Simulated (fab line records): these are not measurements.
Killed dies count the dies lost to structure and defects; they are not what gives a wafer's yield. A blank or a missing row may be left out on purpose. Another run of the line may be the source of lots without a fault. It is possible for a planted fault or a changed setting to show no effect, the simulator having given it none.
Chamber matching || flow n5_finfet || 4 sister chambers for N5_DUMMY_GATE_CMP_04 on cmp-01
The step polishes a-Si. 8 wafers are shown with their chamber, then 7 later ones without.

== EACH WAFER AND ITS CHAMBER ==
{"wafer": "L076.1", "chamber": 1, "motor_current_A (A)": 11.4, "time_to_endpoint_s (s)": 16.5}
{"wafer": "L079.4", "chamber": 1, "motor_current_A (A)": 11.3, "time_to_endpoint_s (s)": 12.9}
{"wafer": "L079.5", "chamber": 3, "motor_current_A (A)": 10.8, "time_to_endpoint_s (s)": 12.6}
{"wafer": "L079.6", "chamber": 0, "motor_current_A (A)": 11.0, "time_to_endpoint_s (s)": 10.6}
{"wafer": "L080.2", "chamber": 3, "motor_current_A (A)": 10.3, "time_to_endpoint_s (s)": 10.2}
{"wafer": "L080.6", "chamber": 2, "motor_current_A (A)": 11.5, "time_to_endpoint_s (s)": 11.8}
{"wafer": "L084.1", "chamber": 2, "motor_current_A (A)": 11.7, "time_to_endpoint_s (s)": 14.8}
{"wafer": "L084.3", "chamber": 0, "motor_current_A (A)": 10.8, "time_to_endpoint_s (s)": 16.5}

== WAFERS WITHOUT THEIR CHAMBER ==
{"wafer": "L084.5", "motor_current_A (A)": 10.2, "time_to_endpoint_s (s)": 15.4}
{"wafer": "L093.1", "motor_current_A (A)": 10.8, "time_to_endpoint_s (s)": 14.7}
{"wafer": "L093.2", "motor_current_A (A)": 11.5, "time_to_endpoint_s (s)": 12.4}
{"wafer": "L093.5", "motor_current_A (A)": 10.6, "time_to_endpoint_s (s)": 14.5}
{"wafer": "L095.2", "motor_current_A (A)": 10.4, "time_to_endpoint_s (s)": 16.5}
{"wafer": "L095.4", "motor_current_A (A)": 10.5, "time_to_endpoint_s (s)": 17.9}
{"wafer": "L095.6", "motor_current_A (A)": 10.7, "time_to_endpoint_s (s)": 16.3}

== THE CHAMBER EACH PASSED THROUGH ==
{"wafer": "L084.5", "from the rows above": "can't be placed: 3 or 0", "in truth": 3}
{"wafer": "L093.1", "from the rows above": "can't be placed: 0 or 3", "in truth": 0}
{"wafer": "L093.2", "from the rows above": "can't be placed: 2 or 1", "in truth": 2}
{"wafer": "L093.5", "from the rows above": "can't be placed: 3 or 0", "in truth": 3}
{"wafer": "L095.2", "from the rows above": "can't be placed: 3 or 0", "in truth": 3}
{"wafer": "L095.4", "from the rows above": "can't be placed: 3 or 0 or 1", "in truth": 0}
{"wafer": "L095.6", "from the rows above": "can't be placed: 0 or 3 or 1", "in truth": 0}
Correctly placed: 0 of 7. From these rows, 7 cannot be placed; in 7 the true chamber is one of the candidates. Number placed wrongly: 0.
How it was worked out, from the rows above alone: a wafer's distance from a chamber is the root of the sum, over the readings, of the square of ((its reading less the chamber's mean) divided by the reading's scatter). If the next closest chamber is less than 2 further off than the closest, the wafer can't be placed; otherwise it belongs to the closest. For every chamber, the mean is computed from those of its wafers that are shown. How the scatter is found: for the shown wafers, subtract from each reading the mean of its chamber, square and add these, divide the total by (wafers less chambers), then take the root.
